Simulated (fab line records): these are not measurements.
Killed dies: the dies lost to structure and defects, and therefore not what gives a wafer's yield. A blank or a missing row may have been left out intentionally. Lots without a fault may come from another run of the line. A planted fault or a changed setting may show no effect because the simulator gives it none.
Code-filled problem report in 8D (eight disciplines) form + flow nandHarc + the parts of the form that need people (team, actions taken, sign-off) are left out

1. WHAT WENT WRONG
Wafers without a fault read 98.4 s, standard deviation 0.38; runLengthS at NHARC_A_CHANNEL_HOLE_D1_ETCH_34 reads a mean of 91.5 s on 4 wafers belonging to 3 lots. That is -18 standard deviations from the usual mean.
The step: etches the open film in CF4/CHF3, target depth 154 nm, time 77 s.
First seen on wafer L108.3, day 14 14:41, on rieDiel-08. Wafers with a number at this step in the record: 45, from 15 lots. By rule, "out" or "out of limits" means more than 4 standard deviations away from the usual mean. The rest of the wafers with a number are treated as sound.

2. WHAT IT IS, WHAT IT ISN'T
| question                    | is                             | is not                                                                                             |
|-----------------------------|--------------------------------|----------------------------------------------------------------------------------------------------|
| which readings at this step | runLengthS                     | drypumpMotorCurrentA, oesProductAu, rfVppV, showerheadPlenumPTorr, throttleValvePct                |
| which lots                  | L108, L110, L111               | L100, L101, L102, L107, L112, L114, L116, L117, L994, L996, L998, L999                             |
| which wafers of those lots  | L108.3, L108.6, L110.3, L111.6 | L108.2, L110.2, L110.5, L111.1, L111.4                                                             |
| read on which tools         | rieDiel-08                     | rieDiel-05, rieDiel-09                                                                             |
| when                        | from day 14 14:41              | up to then (25 sound wafers); but 16 sound wafers of L110, L111, L112, L114, L116, L117 came after |

3. THE SUSPECTS, EACH WITH WHAT RULES IT OUT
Counting: any tool at a process step up to the reading remains a suspect provided it ran every lot that is out. Sound lots after the first of them don't rule it out here, since some wafers of a struck lot are sound.
- rieDiel-08 at NHARC_A_CHANNEL_HOLE_D1_DESCUM_15 (chemistry O2, time 3 s): kept. Ran every lot that is out, first one L108 (day 14 14:16); last sound lot up to then L102 (day 12 02:25).
- rieDiel-08 at NHARC_A_CHANNEL_HOLE_D1_ETCH_39 (etches the open film in N2/H2, target depth 260 nm, time 325 s): kept. Ran every lot that is out, first one L108 (day 14 14:41); last sound lot up to then L102 (day 12 02:49). With no start given for some of its lots, NHARC_A_CHANNEL_HOLE_D1_ETCH_39 uses the hours and lot order of NHARC_A_CHANNEL_HOLE_D1_ETCH_34.
- rieDiel-08 at NHARC_A_CHANNEL_HOLE_D1_ETCH_34 (etches the open film in CF4/CHF3, target depth 154 nm, time 77 s): kept. Ran every lot that is out, first one L108 (day 14 14:41); last sound lot up to then L102 (day 12 02:49). Its own runLengthS readings are out on those wafers.
The count leaves rieDiel-08 at NHARC_A_CHANNEL_HOLE_D1_DESCUM_15, rieDiel-08 at NHARC_A_CHANNEL_HOLE_D1_ETCH_39, and rieDiel-08 at NHARC_A_CHANNEL_HOLE_D1_ETCH_34.

4. THE CAUSE (what the simulator had put in)
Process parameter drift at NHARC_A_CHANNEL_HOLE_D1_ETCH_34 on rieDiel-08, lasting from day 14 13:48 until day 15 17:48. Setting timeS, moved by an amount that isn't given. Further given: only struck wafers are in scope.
Of the 3 suspects that counting leaves, this tool is one.

5. THE CHAIN OF EFFECTS, in route order
Each row: a reading whose mean over the struck wafers that have a number lies more than 3 standard deviations from the usual. Only readings for which the record gives a usual standard deviation are gone through. hours: the time from each lot's start at the first step in this table that gives one to its start at this step, as a median over the lots. sigmas: the change in usual standard deviations.
| hours | step                            | reading    | usual  | on struck wafers | change | sigmas |
|-------|---------------------------------|------------|--------|------------------|--------|--------|
| 0     | NHARC_A_CHANNEL_HOLE_D1_ETCH_34 | runLengthS | 98.4 s | 91.5             | -6.9   | -18    |
Process steps it contains:
- NHARC_A_CHANNEL_HOLE_D1_ETCH_34: etches the open film in CF4/CHF3, target depth 154 nm, time 77 s.

6. HOW IT WOULD HAVE BEEN CAUGHT EARLIER
In this record the first reading out of limits was taken at day 14 14:41, 1 hour after the fault began at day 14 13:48.
